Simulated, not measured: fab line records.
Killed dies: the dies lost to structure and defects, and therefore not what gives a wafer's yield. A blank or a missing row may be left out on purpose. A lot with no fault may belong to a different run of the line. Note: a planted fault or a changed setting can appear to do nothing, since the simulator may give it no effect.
8D (eight disciplines) problem report, filled in by code + flow nand-harc + the parts of the form that need people (team, actions taken, sign-off) are left out

## 1. WHAT IS WRONG
thk-nm at NHARC_A_ONON_D1_THK_MEAS_11 reads a mean of 812 nm on 3 wafers of 3 lots; wafers without a fault read 1005 nm with a standard deviation of 12. That is -16 standard deviations from the usual mean.
The step: measures by ellipsometry.
First seen on wafer L920.6, day 12 13:06, on film-metro-01. The record has a number at this step for 43 wafers belonging to 15 lots. By rule, "out" or "out of limits" means more than 4 standard deviations away from the usual mean. The other wafers with a number count as sound.

## 2. WHAT THIS IS AND IS NOT
| question                    | is                           | is not                                                                    |
|-----------------------------|------------------------------|---------------------------------------------------------------------------|
| which readings at this step | thk-nm                       | -                                                                         |
| which lots                  | L920, L921, L922             | L900, L901, L902, L903, L904, L905, L906, L907, L908, L911, L913, L915    |
| which wafers of those lots  | L920.6, L921.6, L922.6       | L920.1, L920.2, L921.1, L922.3                                            |
| read on which gauges        | film-metro-01, film-metro-02 | -                                                                         |
| when                        | from day 12 13:06            | up to then (38 sound wafers); but 2 sound wafers of L921, L922 came after |

## 3. WHAT RULES OUT EACH SUSPECT
Counting: a tool at a process step up to the reading stays a suspect if it ran every lot that is out. Sound lots after the first of them don't rule it out here, since some wafers of a struck lot are sound.
- the gauge at NHARC_A_ONON_D1_THK_MEAS_11: ruled out. Those wafers that are out were read across 2 gauges (film-metro-01, film-metro-02).
- pecvd-onon-02 at NHARC_A_ONON_D1_DEP_09 (target thk 1000 nm): kept. Every lot that is out went through it, the first being L920 (day 12 12:34); the last sound lot it ran before that was L913 (day 10 18:56).
Left after counting: pecvd-onon-02 at NHARC_A_ONON_D1_DEP_09.

## 4. THE CAUSE (what the simulator had put in)
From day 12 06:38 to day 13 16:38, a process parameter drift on pecvd-onon-02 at NHARC_A_ONON_D1_DEP_09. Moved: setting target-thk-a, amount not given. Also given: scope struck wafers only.
Counting left only this tool.

## 5. THE EFFECT CHAIN, in route order
Each row: a reading whose mean over the struck wafers that have a number lies more than 3 standard deviations from the usual. Readings are gone through only where the record gives a usual standard deviation; hours: the median, over the lots, of the time from a lot's start at the first step in this table giving one to that lot's start at this step; sigmas: the change measured in usual standard deviations.
| hours | step                        | reading | usual   | on struck wafers | change | sigmas |
|-------|-----------------------------|---------|---------|------------------|--------|--------|
| 0     | NHARC_A_ONON_D1_THK_MEAS_11 | thk-nm  | 1005 nm | 812              | -193   | -16    |

## 6. WHAT WOULD HAVE CAUGHT IT SOONER
In this record the first reading out of limits at a measuring or inspecting step was taken at day 12 13:06, 6 hours after the fault began at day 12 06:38.
Tool readings at NHARC_A_ONON_D1_DEP_09 with a usual standard deviation given in the record: none out on any struck wafer, hence no alarm at a limit of 4 standard deviations on them.
L921, L922, from the lots that are out (3), started NHARC_A_ONON_D1_DEP_09 on pecvd-onon-02 later than day 12 13:06. A hold on the tool at that time would have spared those 2.
